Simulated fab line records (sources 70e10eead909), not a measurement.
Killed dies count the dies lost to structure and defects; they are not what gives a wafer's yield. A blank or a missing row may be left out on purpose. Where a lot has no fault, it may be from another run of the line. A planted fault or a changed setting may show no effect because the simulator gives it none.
fab line records + flow nand-harc + part 2 of 2: steps 24 to 34 of 34
record
- lots=5
- wafers=15
- last-day=32
route steps=1302 shown P_ZERO_WELL@16
lots with no fault: from the same line, run without faults
start-h: the number of hours between the record's first day and the start of the first shown wafer of the lot + wait-h: hours since the lot's step before + " same as the row above + L1.1+2: a single row standing in for several wafers + - no value present, or no start provided + * or withheld: withheld + < > ~ a bound
route shown NAME@n: a module of which the file shows steps, and the number in the route of the first + usual: mean and standard deviation over wafers with no fault + same: alike in all rows + chamber/n: place in a boat + sites: the reading at each site + _std_site: how widely they spread, as a standard deviation + _edge_site: mean of outer sites minus mean of inner sites + radius-mm: how far each site lies from the wafer's centre + mask NAME#n: copy n + behind: the most recent tool/chamber to have shaped the wafer + hold: reason for holding the lot/hours on hold/outcome of the hold + device: names the non-switching transistor (n, p or np) + end of line: the tests these same wafers got at the end of their route + where a step has no rows: the recipe by itself + killed: dies that structure and defects cost at the first sort, which is not the same as the wafer's yield + map: a wafer's dies, x killed, . not, _ none there
set.NAME: the run value of the setting; set.NAME@STEP: its run value at that earlier step + model.NAME: the simulator's own value behind a step, which no gauge read
certain route steps with their lots: each step a table, each wafer a row
services: when a tool's chamber went out of use (start-h, in hours from the record's first day, below 0 if earlier), for how many hours, and the reason
## steps
# step NHARC_P_ZERO_WELL_SOFTBAKE_32
# recipe
- temp-c=122
- time-s=95
# usual
- heater-power-total-W=160.0/0.45
- resist-line-temp-C=23.03/0.099
| lot.wafer | tool           | chamber | start-h | wait-h | heater-power-total-W | resist-line-temp-C |
|-----------|----------------|---------|---------|--------|----------------------|--------------------|
| L077.2    | litho-track-05 | 0       | -       | -      | 160.0                | 23.12              |
| L077.4    | "              | 0       | "       | "      | 160.3                | 22.95              |
| L077.5    | "              | 0       | "       | "      | 159.9                | 23.12              |
| L080.1    | litho-track-05 | 0       | -       | -      | 159.8                | 23.08              |
| L080.2    | "              | 0       | "       | "      | 160.0                | 22.95              |
| L080.6    | "              | 0       | "       | "      | 159.3                | 22.97              |
| L085.1    | litho-track-03 | 0       | -       | -      | 159.9                | 23.06              |
| L085.4    | "              | 0       | "       | "      | 160.5                | 22.84              |
| L085.6    | "              | 0       | "       | "      | 159.1                | 23.04              |
| L089.1    | litho-track-05 | 0       | -       | -      | 160.5                | 22.87              |
| L089.3    | "              | 0       | "       | "      | 160.1                | 23.15              |
| L089.6    | "              | 0       | "       | "      | 159.5                | 23.11              |
| L096.2    | litho-track-03 | 0       | -       | -      | 160.0                | 23.03              |
| L096.3    | "              | 0       | "       | "      | 159.3                | 22.94              |
| L096.6    | "              | 0       | "       | "      | 160.7                | 22.82              |
# step NHARC_P_ZERO_WELL_EBR_33
# usual
- resist-line-temp-C=22.98/0.095
| lot.wafer | tool           | chamber | start-h | wait-h | resist-line-temp-C |
|-----------|----------------|---------|---------|--------|--------------------|
| L077.2    | litho-track-05 | 0       | -       | -      | 23.07              |
| L077.4    | "              | 0       | "       | "      | 23.09              |
| L077.5    | "              | 0       | "       | "      | 23.01              |
| L080.1    | litho-track-05 | 0       | -       | -      | 22.95              |
| L080.2    | "              | 0       | "       | "      | 22.90              |
| L080.6    | "              | 0       | "       | "      | 23.04              |
| L085.1    | litho-track-03 | 0       | -       | -      | 23.07              |
| L085.4    | "              | 0       | "       | "      | 23.05              |
| L085.6    | "              | 0       | "       | "      | 23.15              |
| L089.1    | litho-track-05 | 0       | -       | -      | 23.08              |
| L089.3    | "              | 0       | "       | "      | 22.92              |
| L089.6    | "              | 0       | "       | "      | 23.05              |
| L096.2    | litho-track-03 | 0       | -       | -      | 23.03              |
| L096.3    | "              | 0       | "       | "      | 22.98              |
| L096.6    | "              | 0       | "       | "      | 23.07              |
# step NHARC_P_ZERO_WELL_EXPOSE_34
# recipe
- na=0.6
- target-cd-nm=720
- dose-mj=22.31
- mask-id=P_PWELL
| lot.wafer  | tool           | chamber | start-h | wait-h | mask      |
|------------|----------------|---------|---------|--------|-----------|
| L077.2+4+5 | krf-scanner-01 | 0       | 54.01   | -      | P_PWELL#0 |
| L080.1+2+6 | krf-scanner-01 | 0       | 84.17   | -      | P_PWELL#0 |
| L085.1+4+6 | krf-scanner-04 | 0       | 134.21  | -      | P_PWELL#0 |
| L089.1+3+6 | krf-scanner-03 | 0       | 173.95  | -      | P_PWELL#0 |
| L096.2+3+6 | krf-scanner-04 | 0       | 243.84  | -      | P_PWELL#0 |
# step NHARC_P_ZERO_WELL_PEB_35
# recipe
- peb-temp-c=118
- peb-time-s=85
# usual
- heater-power-total-W=164.01/0.27
- resist-line-temp-C=23.01/0.11
| lot.wafer | tool           | chamber | start-h | wait-h | heater-power-total-W | resist-line-temp-C |
|-----------|----------------|---------|---------|--------|----------------------|--------------------|
| L077.2    | litho-track-05 | 0       | 54.08   | 0.1    | 164.12               | 23.08              |
| L077.4    | "              | 0       | "       | "      | 164.22               | 23.05              |
| L077.5    | "              | 0       | "       | "      | 163.94               | 23.13              |
| L080.1    | litho-track-03 | 0       | 84.23   | 0.1    | 164.31               | 22.98              |
| L080.2    | "              | 0       | "       | "      | 163.67               | 22.96              |
| L080.6    | "              | 0       | "       | "      | 164.27               | 22.95              |
| L085.1    | litho-track-07 | 0       | 134.27  | 0.1    | 164.25               | 23.14              |
| L085.4    | "              | 0       | "       | "      | 164.19               | 23.02              |
| L085.6    | "              | 0       | "       | "      | 163.63               | 22.91              |
| L089.1    | litho-track-03 | 0       | 174.01  | 0.1    | 164.02               | 23.09              |
| L089.3    | "              | 0       | "       | "      | 163.68               | 22.90              |
| L089.6    | "              | 0       | "       | "      | 163.67               | 23.08              |
| L096.2    | litho-track-05 | 0       | 243.90  | 0.1    | 163.62               | 23.07              |
| L096.3    | "              | 0       | "       | "      | 164.02               | 22.97              |
| L096.6    | "              | 0       | "       | "      | 164.25               | 23.09              |
# step NHARC_P_ZERO_WELL_DEVELOP_36
# recipe
- time-s=70
# usual
- resist-line-temp-C=23.01/0.091
| lot.wafer | tool           | chamber | start-h | wait-h | resist-line-temp-C |
|-----------|----------------|---------|---------|--------|--------------------|
| L077.2    | litho-track-05 | 0       | -       | -      | 23.00              |
| L077.4    | "              | 0       | "       | "      | 23.15              |
| L077.5    | "              | 0       | "       | "      | 23.09              |
| L080.1    | litho-track-03 | 0       | -       | -      | 23.16              |
| L080.2    | "              | 0       | "       | "      | 22.99              |
| L080.6    | "              | 0       | "       | "      | 23.18              |
| L085.1    | litho-track-07 | 0       | -       | -      | 23.13              |
| L085.4    | "              | 0       | "       | "      | 23.09              |
| L085.6    | "              | 0       | "       | "      | 23.10              |
| L089.1    | litho-track-03 | 0       | -       | -      | 22.92              |
| L089.3    | "              | 0       | "       | "      | 22.97              |
| L089.6    | "              | 0       | "       | "      | 22.86              |
| L096.2    | litho-track-05 | 0       | -       | -      | 23.08              |
| L096.3    | "              | 0       | "       | "      | 22.95              |
| L096.6    | "              | 0       | "       | "      | 22.95              |
# step NHARC_P_ZERO_WELL_CD_MEAS_37
# recipe
- target-cd-nm=720
- landing-energy-ev=500
# usual
- cd-nm=719.3/1.7
| lot.wafer | tool      | chamber | start-h | wait-h | cd-nm |
|-----------|-----------|---------|---------|--------|-------|
| L077.2    | cd-sem-03 | 0       | 54.17   | -      | 719.3 |
| L077.4    | "         | 0       | "       | "      | 718.5 |
| L077.5    | "         | 0       | "       | "      | 718.5 |
| L080.1    | cd-sem-02 | 0       | 84.32   | -      | 719.8 |
| L080.2    | "         | 0       | "       | "      | 720.3 |
| L080.6    | "         | 0       | "       | "      | 719.9 |
| L085.1    | cd-sem-03 | 0       | 134.36  | -      | 719.5 |
| L085.4    | "         | 0       | "       | "      | 720.5 |
| L085.6    | "         | 0       | "       | "      | 720.4 |
| L089.1    | cd-sem-03 | 0       | 174.10  | -      | 719.4 |
| L089.3    | "         | 0       | "       | "      | 719.6 |
| L089.6    | "         | 0       | "       | "      | 718.7 |
| L096.2    | cd-sem-01 | 0       | 243.99  | -      | 718.0 |
| L096.3    | "         | 0       | "       | "      | 719.2 |
| L096.6    | "         | 0       | "       | "      | 718.5 |
# step NHARC_P_ZERO_WELL_HARDBAKE_38
# recipe
- temp-c=125
- time-s=80
# usual
- heater-power-total-W=184.0/0.71
- resist-line-temp-C=23.01/0.11
| lot.wafer | tool           | chamber | start-h | wait-h | heater-power-total-W | resist-line-temp-C |
|-----------|----------------|---------|---------|--------|----------------------|--------------------|
| L077.2    | litho-track-05 | 0       | 54.25   | -      | 184.5                | 22.89              |
| L077.4    | "              | 0       | "       | "      | 184.2                | 22.98              |
| L077.5    | "              | 0       | "       | "      | 184.8                | 23.05              |
| L080.1    | litho-track-03 | 0       | 84.40   | -      | 182.9                | 23.07              |
| L080.2    | "              | 0       | "       | "      | 183.9                | 23.18              |
| L080.6    | "              | 0       | "       | "      | 184.8                | 23.06              |
| L085.1    | litho-track-07 | 0       | 134.44  | -      | 185.0                | 22.92              |
| L085.4    | "              | 0       | "       | "      | 184.8                | 22.90              |
| L085.6    | "              | 0       | "       | "      | 184.7                | 22.93              |
| L089.1    | litho-track-05 | 0       | 174.19  | -      | 183.5                | 23.03              |
| L089.3    | "              | 0       | "       | "      | 185.0                | 22.85              |
| L089.6    | "              | 0       | "       | "      | 184.8                | 23.03              |
| L096.2    | litho-track-07 | 0       | 244.09  | -      | 182.9                | 22.91              |
| L096.3    | "              | 0       | "       | "      | 184.8                | 23.00              |
| L096.6    | "              | 0       | "       | "      | 184.2                | 23.01              |
# step NHARC_P_ZERO_WELL_DESCUM_39
# recipe
- time-s=3
- o2-flow-sccm=200
- ar-flow-sccm=0
- bias-power-w=0
- chemistry=O2
# usual
- drypump-motor-current-A=5.8/0.45
- oes-product-au=1.001/0.011
- rf-vpp-V=57.7/0.87
- showerhead-plenum-p-Torr=1.92/0.092
- throttle-valve-pct=11.311/0.0095
| lot.wafer | tool        | chamber | start-h | wait-h | drypump-motor-current-A | oes-product-au | rf-hours-counter-h | rf-vpp-V | showerhead-plenum-p-Torr | throttle-valve-pct |
|-----------|-------------|---------|---------|--------|-------------------------|----------------|--------------------|----------|--------------------------|--------------------|
| L077.2    | rie-diel-09 | 2       | 54.32   | -      | 6.1                     | 0.988          | 19                 | 57.4     | 1.98                     | 11.291             |
| L077.4    | "           | 3       | "       | "      | 6.4                     | 1.007          | 27                 | 57.7     | 1.77                     | 11.298             |
| L077.5    | "           | 2       | "       | "      | 6.1                     | 1.009          | -                  | 58.4     | 1.98                     | 11.304             |
| L080.2    | rie-diel-01 | 2       | 84.50   | -      | 6.4                     | 0.996          | 16                 | 55.8     | 1.84                     | 11.317             |
| L080.1    | "           | 3       | "       | "      | 5.8                     | 0.998          | 17                 | 57.4     | 1.97                     | 11.302             |
| L080.6    | "           | 2       | "       | "      | 6.4                     | 1.004          | -                  | 57.9     | 1.84                     | 11.302             |
| L085.1    | rie-diel-09 | 2       | 134.55  | -      | 6.1                     | 0.992          | 43                 | 56.6     | 1.97                     | 11.312             |
| L085.4    | "           | 3       | "       | "      | 6.4                     | 0.979          | 54                 | 55.5     | 1.76                     | 11.311             |
| L085.6    | "           | 1       | "       | "      | 5.9                     | 0.986          | -                  | 57.8     | 2.01                     | 11.302             |
| L089.1    | rie-diel-09 | 3       | 174.27  | -      | 6.4                     | 1.001          | 5                  | 58.8     | 2.07                     | 11.319             |
| L089.3    | "           | 1       | "       | "      | 5.9                     | 1.000          | 5                  | 58.7     | 2.00                     | 11.303             |
| L089.6    | "           | 0       | "       | "      | 5.8                     | 1.003          | -                  | 58.8     | 1.99                     | 11.310             |
| L096.2    | rie-diel-01 | 3       | 244.19  | -      | 5.8                     | 1.010          | 14                 | 59.0     | 1.95                     | 11.315             |
| L096.3    | "           | 0       | "       | "      | 6.0                     | 1.011          | 14                 | 56.5     | 1.83                     | 11.302             |
| L096.6    | "           | 1       | "       | "      | 5.2                     | 0.995          | -                  | 57.3     | 1.89                     | 11.280             |
# step NHARC_P_ZERO_WELL_IMPLANT_40
# recipe
- energy-kev=300
- dose-cm2=1e+13
- tilt-deg=7
| lot.wafer  | tool         | chamber | start-h | wait-h |
|------------|--------------|---------|---------|--------|
| L077.2+4+5 | implanter-01 | 0       | 54.50   | 0.2    |
| L080.1+2+6 | implanter-02 | 0       | 84.63   | 0.1    |
| L085.1+4+6 | implanter-02 | 0       | 134.67  | 0.1    |
| L089.1+3+6 | implanter-02 | 0       | 174.41  | 0.1    |
| L096.2+3+6 | implanter-01 | 0       | 244.35  | 0.2    |
# step NHARC_P_ZERO_WELL_IMPLANT_59
# recipe
- energy-kev=120
- dose-cm2=5e+12
- tilt-deg=7
| lot.wafer  | tool         | chamber | start-h | wait-h |
|------------|--------------|---------|---------|--------|
| L077.2+4+5 | implanter-01 | 0       | 54.68   | 0.2    |
| L080.1+2+6 | implanter-02 | 0       | 84.81   | 0.1    |
| L085.1+4+6 | implanter-02 | 0       | 134.85  | 0.1    |
| L089.1+3+6 | implanter-02 | 0       | 174.60  | 0.2    |
| L096.2+3+6 | implanter-01 | 0       | 244.53  | 0.2    |
# step NHARC_P_ZERO_WELL_IMPLANT_60
# recipe
- energy-kev=30
- dose-cm2=2e+12
- tilt-deg=7
| lot.wafer  | tool         | chamber | start-h | wait-h |
|------------|--------------|---------|---------|--------|
| L077.2+4+5 | implanter-01 | 0       | 54.86   | 0.2    |
| L080.1+2+6 | implanter-02 | 0       | 84.99   | 0.1    |
| L085.1+4+6 | implanter-02 | 0       | 135.03  | 0.2    |
| L089.1+3+6 | implanter-02 | 0       | 174.77  | 0.1    |
| L096.2+3+6 | implanter-01 | 0       | 244.72  | 0.2    |
## services
| tool           | chamber | start-h | hours | kind   |
|----------------|---------|---------|-------|--------|
| implanter-01   | -       | 30.56   | 2.4   | repair |
| krf-scanner-03 | -       | 39.58   | 0.8   | repair |
| krf-scanner-03 | -       | 52.00   | 4.0   | pm     |
| rie-diel-05    | -       | 52.60   | 9.0   | pm     |
| wet-bench-02   | -       | 68.00   | 8.0   | pm     |
| litho-track-07 | -       | 76.00   | 7.0   | pm     |
| krf-scanner-04 | -       | 82.40   | 0.6   | repair |
| krf-scanner-03 | -       | 82.98   | 3.3   | repair |
| wet-bench-05   | -       | 84.80   | 8.0   | pm     |
| rie-diel-01    | 1       | 89.40   | 1.5   | repair |
| krf-scanner-01 | -       | 90.89   | 4.8   | repair |
| litho-track-03 | -       | 100.01  | 7.0   | pm     |
| krf-scanner-04 | -       | 105.10  | 0.8   | repair |
| rie-diel-09    | 0       | 116.60  | 13.7  | repair |
| litho-track-05 | -       | 124.00  | 7.0   | pm     |
| rie-diel-09    | -       | 143.46  | 9.0   | pm     |
| rie-diel-01    | 3       | 145.31  | 1.2   | repair |
| implanter-02   | -       | 146.00  | 13.0  | pm     |
| implanter-01   | -       | 181.16  | 5.4   | repair |
| rie-diel-09    | 2       | 203.91  | 8.3   | repair |
| rie-diel-01    | -       | 204.24  | 9.0   | pm     |
| rie-diel-09    | 0       | 206.86  | 1.8   | repair |
| krf-scanner-03 | -       | 224.00  | 4.0   | pm     |
| wet-bench-02   | -       | 244.00  | 8.0   | pm     |
